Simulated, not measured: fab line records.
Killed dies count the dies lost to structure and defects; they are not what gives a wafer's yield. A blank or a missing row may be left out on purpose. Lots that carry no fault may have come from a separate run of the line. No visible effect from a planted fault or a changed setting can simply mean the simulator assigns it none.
Lot-split experiment | flow n5 finfet | 7 lots, 21 wafers read, on a route of 1938 steps

== SPLIT DETAILS ==
At N5_BEOL_M5_COAT_74 (time 60 s, resist thk 5 nm), the setting spin rpm was moved away from the recipe's 1500 rpm on 7 of the 21 wafers read, by -8.1% to +8.0%. For the rest of the wafers, this setting stayed at what the recipe calls for.

== FROM THE SPLIT TO THE READING: what the file shows between them, 7 steps ==
- N5_BEOL_M5_COAT_22: resist thk 30 nm (also split here: spin rpm)
- N5_BEOL_M5_EBR_24
- N5_BEOL_M5_SOFTBAKE_23: time 60 s
- N5_BEOL_M5_EXPOSE_25: exposes mask V4, defocus 10 nm
- N5_BEOL_M5_PEB_26: peb time 60 s
- N5_BEOL_M5_DEVELOP_27: develop time 30 s
- N5_BEOL_M5_DESCUM_33: chemistry O2, time 7 s

== THE READING ==
etch.depth nm (the simulator's own value, which no gauge read), in nm, at N5_BEOL_M5_ETCH_75 (etches underlayer in N2/H2, target depth 6.5 nm, time 5.2 s). No usual value for it is given in the file. Across the 14 wafers here that went through the recipe, the average is 5.000 nm and the standard deviation 0.014 nm.

wafer  | tool, chamber at the split | spin rpm as run, rpm | against the recipe | etch.depth nm, nm | against lot-mates on the recipe
L079.1 | litho track-01, 0          | 1379                 | -8.1%              | 5.227             | +0.226
L079.2 | litho track-01, 0          | 1500                 | recipe             | 4.996             | -
L079.6 | litho track-01, 0          | 1500                 | recipe             | 5.006             | -
L084.1 | litho track-01, 0          | 1500                 | recipe             | 5.001             | -
L084.2 | litho track-01, 0          | 1500                 | recipe             | 4.996             | -
L084.5 | litho track-01, 0          | 1500                 | recipe             | 4.99              | -
L085.3 | litho track-01, 0          | 1500                 | recipe             | 4.981             | -
L085.4 | litho track-01, 0          | 1500                 | recipe             | 4.987             | -
L085.6 | litho track-01, 0          | 1500                 | recipe             | 4.985             | -
L086.1 | litho track-03, 0          | 1611                 | +7.4%              | 4.85              | -0.168
L086.3 | litho track-03, 0          | 1500                 | recipe             | 5.02              | -
L086.6 | litho track-03, 0          | 1500                 | recipe             | 5.016             | -
L089.1 | litho track-05, 0          | 1550                 | +3.3%              | 4.948             | -0.067
L089.4 | litho track-05, 0          | 1550                 | +3.3%              | 4.948             | -0.067
L089.2 | litho track-05, 0          | 1500                 | recipe             | 5.015             | -
L090.1 | litho track-01, 0          | 1584                 | +5.6%              | 4.855             | -0.127
L090.4 | litho track-01, 0          | 1584                 | +5.6%              | 4.854             | -0.128
L090.5 | litho track-01, 0          | 1500                 | recipe             | 4.982             | -
L094.1 | litho track-03, 0          | 1500                 | recipe             | 5.017             | -
L094.3 | litho track-03, 0          | 1500                 | recipe             | 5.012             | -
L094.6 | litho track-03, 0          | 1620                 | +8.0%              | 4.824             | -0.191

THE FIT
A straight line over all 21 wafers: etch.depth nm changes by -0.0241 nm for each +1% of spin rpm; r = -0.98; the points scatter about the line by 0.018 nm.
The same after taking each lot's own level away (the mean of its wafers on the recipe; 21 wafers): -0.0245 nm for each +1%; r = -1.00; scatter 0.0084 nm.
On that fit, the largest move of spin rpm shifts the reading by 0.2 nm.
Measured against the standard deviation above, the lots' own levels, which go from 4.9820 to 5.0180 nm, span 2.7 times it.
So the lot-to-lot level changes the slope little: the two slopes agree.
Check: with one of the wafers moved furthest among these (-8.1%) left out of the fit, the line predicts +0.185 nm for it against its lot-mates. Against them it came out at +0.226 nm.

== FURTHER SPLITS ON THESE WAFERS ==
These wafers also went through other splits before the reading. Each is held against what the fit with the lots' levels taken away leaves over:
other split on the same wafers    | wafers away from the commonest value | r with etch.depth nm (lot level and that fit taken away)
N5_BEOL_M0_SAQP_DESCUM_45 time s  | 5                                    | +0.36
N5_BEOL_M1_ETCH_70 source w       | 7                                    | +0.01
N5_BEOL_M1_VIA_ETCH_34 time s     | 4                                    | +0.07
N5_BEOL_M2_COAT_67 spin rpm       | 6                                    | -0.35
N5_BEOL_M3_TRENCH_ETCH_37 bias w  | 7                                    | +0.08
N5_BEOL_M3_ETCH_41 target depth a | 7                                    | -0.03
N5_BEOL_M4_ETCH_70 bias w         | 8                                    | +0.06
N5_BEOL_M5_COAT_22 spin rpm       | 7                                    | +0.24

== FILE'S OWN FIT ==
etch.depth nm changes by -0.0245 nm for each +1% of spin rpm, r = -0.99.
